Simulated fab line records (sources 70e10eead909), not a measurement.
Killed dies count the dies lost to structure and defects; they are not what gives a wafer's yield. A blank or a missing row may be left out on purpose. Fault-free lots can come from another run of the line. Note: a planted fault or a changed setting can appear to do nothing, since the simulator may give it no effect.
Matching of chambers    flow nand harc    rie diel-03 running NHARC_P_GATE_STRIP_101: 4 sister chambers
The step strips in O2, time 20 s. 14 wafers are shown with their chamber, then 7 later ones without.

== WAFERS WITH THEIR CHAMBER ==
wafer   chamber  drypump motor current A (A)  oes product au (a.u.)  rf vpp V (V)
L821.1  0        6.4                          1.017                  57.5
L821.3  1        5.6                          1.005                  57.0
L821.4  0        6.4                          1.002                  57.7
L828.1  1        5.7                          0.994                  58.0
L828.2  0        6.4                          1.006                  57.4
L828.4  3        5.8                          0.977                  57.2
L830.1  1        5.7                          0.998                  57.5
L830.4  0        6.4                          0.997                  57.0
L830.5  0        6.5                          0.993                  57.9
L829.2  2        5.6                          0.984                  59.1
L829.5  2        5.6                          0.984                  58.6
L829.6  3        5.8                          0.985                  56.1
L833.2  2        5.6                          0.991                  57.9
L833.3  3        5.8                          0.989                  57.3

SIGNATURES (averages over the wafers above)
reading                  chamber 0  chamber 1  chamber 2  chamber 3  scatter within a chamber
drypump motor current A  6.420      5.667      5.600      5.800      0.0383
oes product au           1.00300    0.99900    0.98633    0.98367    0.00715
rf vpp V                 57.500     57.500     58.533     56.867     0.507
Rule: distance of a wafer from a chamber = root of the sum over the readings of ((wafer's reading minus chamber's mean) / reading's scatter) squared. The wafer belongs to the nearest chamber; if the next one is less than 2 further off, it can't be placed. The scatter: the root of (the sum of the squares of (reading less its chamber's mean) over the shown wafers, divided by (wafers less chambers)).

== WAFERS WHOSE CHAMBER IS MISSING ==
wafer   drypump motor current A (A)  oes product au (a.u.)  rf vpp V (V)
L833.4  6.4                          1.004                  57.8
L843.4  5.7                          0.990                  58.6
L843.5  6.5                          1.021                  56.0
L843.6  5.7                          0.987                  57.6
L844.2  6.4                          1.005                  56.3
L844.5  5.7                          0.987                  57.5
L844.6  6.5                          1.004                  57.6

== CHAMBER TAKEN BY EACH ==
wafer   from the rows above           in truth
L833.4  0                             0
L843.4  can't be placed: 1 or 2 or 3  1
L843.5  0                             0
L843.6  can't be placed: 1 or 3 or 2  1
L844.2  0                             0
L844.5  can't be placed: 1 or 3 or 2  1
L844.6  0                             0
4 of 7 placed correctly. Cannot be placed on the basis of these rows: 3; the candidates contain the true chamber in 3. 0 placed wrongly.
